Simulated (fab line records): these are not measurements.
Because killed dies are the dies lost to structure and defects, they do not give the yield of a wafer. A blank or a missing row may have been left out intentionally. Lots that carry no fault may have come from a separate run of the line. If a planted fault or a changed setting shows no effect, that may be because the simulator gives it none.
Lot-split experiment :: flow n5-finfet :: 39 wafers read from 7 lots, route of 1938 steps

ABOUT THE SPLIT
At N5_ILD0_PRECLEAN_10 (cleans in NF3:NH3, afs cycles 5, time 20 s, sublimation time 60 s), the setting time-s was moved away from the recipe's 20 s on 12 of the 39 wafers read, by -44.4% to -23.8%. For the rest of the wafers, this setting stayed at what the recipe calls for.

The reading is taken at the split's own step.

THE READING
SiO2_flowable_of_ILD0_FCVD_FILL_01.thk-nm (the simulator's own value, which no gauge read), in nm, at N5_ILD0_PRECLEAN_10 (cleans in NF3:NH3, afs cycles 5, time 20 s, sublimation time 60 s). The file gives no usual value for it. Across the 27 wafers here that went through the recipe, the average is 120.6 nm and the standard deviation 1.1 nm.

wafer: L076.1
tool, chamber at the split: remote-plasma-02, 0
time-s as run, s: 20
against the recipe: recipe
SiO2_flowable_of_ILD0_FCVD_FILL_01.thk-nm, nm: 120
against lot-mates on the recipe: -

wafer: L076.2
tool, chamber at the split: remote-plasma-02, 0
time-s as run, s: 20
against the recipe: recipe
SiO2_flowable_of_ILD0_FCVD_FILL_01.thk-nm, nm: 121
against lot-mates on the recipe: -

wafer: L076.3
tool, chamber at the split: remote-plasma-02, 0
time-s as run, s: 20
against the recipe: recipe
SiO2_flowable_of_ILD0_FCVD_FILL_01.thk-nm, nm: 120.4
against lot-mates on the recipe: -

wafer: L076.4
tool, chamber at the split: remote-plasma-02, 0
time-s as run, s: 20
against the recipe: recipe
SiO2_flowable_of_ILD0_FCVD_FILL_01.thk-nm, nm: 123.2
against lot-mates on the recipe: -

wafer: L076.5
tool, chamber at the split: remote-plasma-02, 0
time-s as run, s: 20
against the recipe: recipe
SiO2_flowable_of_ILD0_FCVD_FILL_01.thk-nm, nm: 121.8
against lot-mates on the recipe: -

wafer: L076.6
tool, chamber at the split: remote-plasma-02, 0
time-s as run, s: 20
against the recipe: recipe
SiO2_flowable_of_ILD0_FCVD_FILL_01.thk-nm, nm: 119.8
against lot-mates on the recipe: -

wafer: L079.1
tool, chamber at the split: remote-plasma-02, 1
time-s as run, s: 20
against the recipe: recipe
SiO2_flowable_of_ILD0_FCVD_FILL_01.thk-nm, nm: 119.6
against lot-mates on the recipe: -

wafer: L079.4
tool, chamber at the split: remote-plasma-02, 1
time-s as run, s: 20
against the recipe: recipe
SiO2_flowable_of_ILD0_FCVD_FILL_01.thk-nm, nm: 120.4
against lot-mates on the recipe: -

wafer: L079.5
tool, chamber at the split: remote-plasma-02, 1
time-s as run, s: 20
against the recipe: recipe
SiO2_flowable_of_ILD0_FCVD_FILL_01.thk-nm, nm: 119.8
against lot-mates on the recipe: -

wafer: L084.1
tool, chamber at the split: remote-plasma-01, 1
time-s as run, s: 20
against the recipe: recipe
SiO2_flowable_of_ILD0_FCVD_FILL_01.thk-nm, nm: 121.8
against lot-mates on the recipe: -

wafer: L084.2
tool, chamber at the split: remote-plasma-01, 1
time-s as run, s: 20
against the recipe: recipe
SiO2_flowable_of_ILD0_FCVD_FILL_01.thk-nm, nm: 121.4
against lot-mates on the recipe: -

wafer: L084.3
tool, chamber at the split: remote-plasma-01, 1
time-s as run, s: 20
against the recipe: recipe
SiO2_flowable_of_ILD0_FCVD_FILL_01.thk-nm, nm: 120.8
against lot-mates on the recipe: -

wafer: L084.4
tool, chamber at the split: remote-plasma-01, 1
time-s as run, s: 20
against the recipe: recipe
SiO2_flowable_of_ILD0_FCVD_FILL_01.thk-nm, nm: 122.4
against lot-mates on the recipe: -

wafer: L084.5
tool, chamber at the split: remote-plasma-01, 1
time-s as run, s: 20
against the recipe: recipe
SiO2_flowable_of_ILD0_FCVD_FILL_01.thk-nm, nm: 120.4
against lot-mates on the recipe: -

wafer: L084.6
tool, chamber at the split: remote-plasma-01, 1
time-s as run, s: 20
against the recipe: recipe
SiO2_flowable_of_ILD0_FCVD_FILL_01.thk-nm, nm: 120.4
against lot-mates on the recipe: -

wafer: L085.1
tool, chamber at the split: remote-plasma-01, 0
time-s as run, s: 20
against the recipe: recipe
SiO2_flowable_of_ILD0_FCVD_FILL_01.thk-nm, nm: 122.2
against lot-mates on the recipe: -

wafer: L085.2
tool, chamber at the split: remote-plasma-01, 0
time-s as run, s: 11.13
against the recipe: -44.4%
SiO2_flowable_of_ILD0_FCVD_FILL_01.thk-nm, nm: 127.8
against lot-mates on the recipe: +7.1

wafer: L085.3
tool, chamber at the split: remote-plasma-01, 0
time-s as run, s: 20
against the recipe: recipe
SiO2_flowable_of_ILD0_FCVD_FILL_01.thk-nm, nm: 120.4
against lot-mates on the recipe: -

wafer: L085.4
tool, chamber at the split: remote-plasma-01, 0
time-s as run, s: 11.13
against the recipe: -44.4%
SiO2_flowable_of_ILD0_FCVD_FILL_01.thk-nm, nm: 127.2
against lot-mates on the recipe: +6.5

wafer: L085.6
tool, chamber at the split: remote-plasma-01, 0
time-s as run, s: 11.13
against the recipe: -44.4%
SiO2_flowable_of_ILD0_FCVD_FILL_01.thk-nm, nm: 127.2
against lot-mates on the recipe: +6.5

wafer: L085.5
tool, chamber at the split: remote-plasma-01, 0
time-s as run, s: 20
against the recipe: recipe
SiO2_flowable_of_ILD0_FCVD_FILL_01.thk-nm, nm: 119.6
against lot-mates on the recipe: -

wafer: L088.1
tool, chamber at the split: remote-plasma-01, 1
time-s as run, s: 11.62
against the recipe: -41.9%
SiO2_flowable_of_ILD0_FCVD_FILL_01.thk-nm, nm: 127.2
against lot-mates on the recipe: +6.5

wafer: L088.2
tool, chamber at the split: remote-plasma-01, 1
time-s as run, s: 20
against the recipe: recipe
SiO2_flowable_of_ILD0_FCVD_FILL_01.thk-nm, nm: 119.6
against lot-mates on the recipe: -

wafer: L088.3
tool, chamber at the split: remote-plasma-01, 1
time-s as run, s: 11.62
against the recipe: -41.9%
SiO2_flowable_of_ILD0_FCVD_FILL_01.thk-nm, nm: 127
against lot-mates on the recipe: +6.3

wafer: L088.4
tool, chamber at the split: remote-plasma-01, 1
time-s as run, s: 20
against the recipe: recipe
SiO2_flowable_of_ILD0_FCVD_FILL_01.thk-nm, nm: 120.8
against lot-mates on the recipe: -

wafer: L088.5
tool, chamber at the split: remote-plasma-01, 1
time-s as run, s: 20
against the recipe: recipe
SiO2_flowable_of_ILD0_FCVD_FILL_01.thk-nm, nm: 121.6
against lot-mates on the recipe: -

wafer: L088.6
tool, chamber at the split: remote-plasma-01, 1
time-s as run, s: 11.62
against the recipe: -41.9%
SiO2_flowable_of_ILD0_FCVD_FILL_01.thk-nm, nm: 127.4
against lot-mates on the recipe: +6.7

wafer: L092.1
tool, chamber at the split: remote-plasma-02, 0
time-s as run, s: 15.25
against the recipe: -23.8%
SiO2_flowable_of_ILD0_FCVD_FILL_01.thk-nm, nm: 123.8
against lot-mates on the recipe: +3.1

wafer: L092.2
tool, chamber at the split: remote-plasma-02, 0
time-s as run, s: 20
against the recipe: recipe
SiO2_flowable_of_ILD0_FCVD_FILL_01.thk-nm, nm: 119.2
against lot-mates on the recipe: -

wafer: L092.3
tool, chamber at the split: remote-plasma-02, 0
time-s as run, s: 20
against the recipe: recipe
SiO2_flowable_of_ILD0_FCVD_FILL_01.thk-nm, nm: 121
against lot-mates on the recipe: -

wafer: L092.4
tool, chamber at the split: remote-plasma-02, 0
time-s as run, s: 15.25
against the recipe: -23.8%
SiO2_flowable_of_ILD0_FCVD_FILL_01.thk-nm, nm: 125.2
against lot-mates on the recipe: +4.5

wafer: L092.5
tool, chamber at the split: remote-plasma-02, 0
time-s as run, s: 15.25
against the recipe: -23.8%
SiO2_flowable_of_ILD0_FCVD_FILL_01.thk-nm, nm: 123.6
against lot-mates on the recipe: +2.9

wafer: L092.6
tool, chamber at the split: remote-plasma-02, 0
time-s as run, s: 20
against the recipe: recipe
SiO2_flowable_of_ILD0_FCVD_FILL_01.thk-nm, nm: 122
against lot-mates on the recipe: -

wafer: L097.1
tool, chamber at the split: remote-plasma-01, 0
time-s as run, s: 11.35
against the recipe: -43.2%
SiO2_flowable_of_ILD0_FCVD_FILL_01.thk-nm, nm: 128.8
against lot-mates on the recipe: +9.5

wafer: L097.2
tool, chamber at the split: remote-plasma-01, 0
time-s as run, s: 20
against the recipe: recipe
SiO2_flowable_of_ILD0_FCVD_FILL_01.thk-nm, nm: 119.4
against lot-mates on the recipe: -

wafer: L097.3
tool, chamber at the split: remote-plasma-01, 0
time-s as run, s: 20
against the recipe: recipe
SiO2_flowable_of_ILD0_FCVD_FILL_01.thk-nm, nm: 117.8
against lot-mates on the recipe: -

wafer: L097.4
tool, chamber at the split: remote-plasma-01, 0
time-s as run, s: 11.35
against the recipe: -43.2%
SiO2_flowable_of_ILD0_FCVD_FILL_01.thk-nm, nm: 126
against lot-mates on the recipe: +6.7

wafer: L097.5
tool, chamber at the split: remote-plasma-01, 0
time-s as run, s: 20
against the recipe: recipe
SiO2_flowable_of_ILD0_FCVD_FILL_01.thk-nm, nm: 120.6
against lot-mates on the recipe: -

wafer: L097.6
tool, chamber at the split: remote-plasma-01, 0
time-s as run, s: 11.35
against the recipe: -43.2%
SiO2_flowable_of_ILD0_FCVD_FILL_01.thk-nm, nm: 127.4
against lot-mates on the recipe: +8.1

FIT RESULTS
A straight line over all 39 wafers: SiO2_flowable_of_ILD0_FCVD_FILL_01.thk-nm changes by -0.155 nm for each +1% of time-s; r = -0.94; the points scatter about the line by 1.1 nm.
The same after taking each lot's own level away (the mean of its wafers on the recipe; 39 wafers): -0.163 nm for each +1%; r = -0.95; scatter 0.99 nm.
Per that fit: largest time-s move, reading shift of 7.2 nm.
Across the lots, their own levels run from 119.27 to 121.20 nm, a range of 1.7 times the standard deviation given above.
Hence the lot-to-lot level has little effect on the slope; both slopes agree.
Check: for one of the wafers moved furthest among these (-44.4%), held out of the fit, the line's prediction against its lot-mates is +7.25 nm. Against them it came out at +7.07 nm.

OTHER SPLITS ON THESE WAFERS
Note: prior to the reading, these wafers also went through further splits. Each is held against what the fit with the lots' levels taken away leaves over:
other split on the same wafers: N5_FIN_SAQP_HM_DEP_03 target-thk-a
wafers away from the commonest value: 15
r with SiO2_flowable_of_ILD0_FCVD_FILL_01.thk-nm (lot level and that fit taken away): -0.20

FILE'S OWN FIT
SiO2_flowable_of_ILD0_FCVD_FILL_01.thk-nm changes by -0.163 nm for each +1% of time-s, r = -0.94.
